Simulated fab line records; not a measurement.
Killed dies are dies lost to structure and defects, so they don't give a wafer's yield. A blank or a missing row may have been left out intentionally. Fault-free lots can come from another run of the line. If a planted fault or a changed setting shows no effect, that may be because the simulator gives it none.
Matching of chambers | flow n5_finfet | 4 sister chambers for N5_BEOL_M1_VIA_ETCH_34 on rie_diel-05
The step etches the open film in C4F6/O2, target depth 67.8 nm, time 64.4 s. 4 wafers are shown with their chamber, then 9 later ones without.

== WAFERS WITH THEIR CHAMBER ==
wafer  | chamber | rf_vpp_V (V)
L086.2 | 3       | 668
L087.1 | 1       | 667
L087.5 | 2       | 688
L087.6 | 0       | 647

== WAFERS WITH NO CHAMBER GIVEN ==
wafer  | rf_vpp_V (V)
L090.4 | 667
L090.5 | 647
L090.6 | 667
L091.1 | 667
L091.2 | 687
L091.4 | 648
L094.1 | 648
L094.2 | 667
L094.3 | 666

== WHICH CHAMBER EACH WENT THROUGH ==
wafer  | from the rows above     | in truth
L090.4 | can't be placed: 1 or 3 | 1
L090.5 | 0                       | 0
L090.6 | can't be placed: 1 or 3 | 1
L091.1 | can't be placed: 1 or 3 | 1
L091.2 | 2                       | 2
L091.4 | 0                       | 0
L094.1 | 0                       | 0
L094.2 | can't be placed: 1 or 3 | 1
L094.3 | can't be placed: 1 or 3 | 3
4 of 9 placed correctly. Not placeable from these rows: 5 (in 5, the candidates include the true chamber). Placed wrongly: 0.
How it was worked out, from the rows above alone: a wafer's distance from a chamber is the root of the sum, over the readings, of the square of ((its reading less the chamber's mean) divided by the reading's scatter). The wafer belongs to the nearest chamber; if the next one is less than 2 further off, it can't be placed. The mean given for a chamber averages the wafers shown for that chamber. The scatter: with one shown wafer a chamber, the root of the mean of the squares of how far each hidden wafer lies from its nearest shown one.
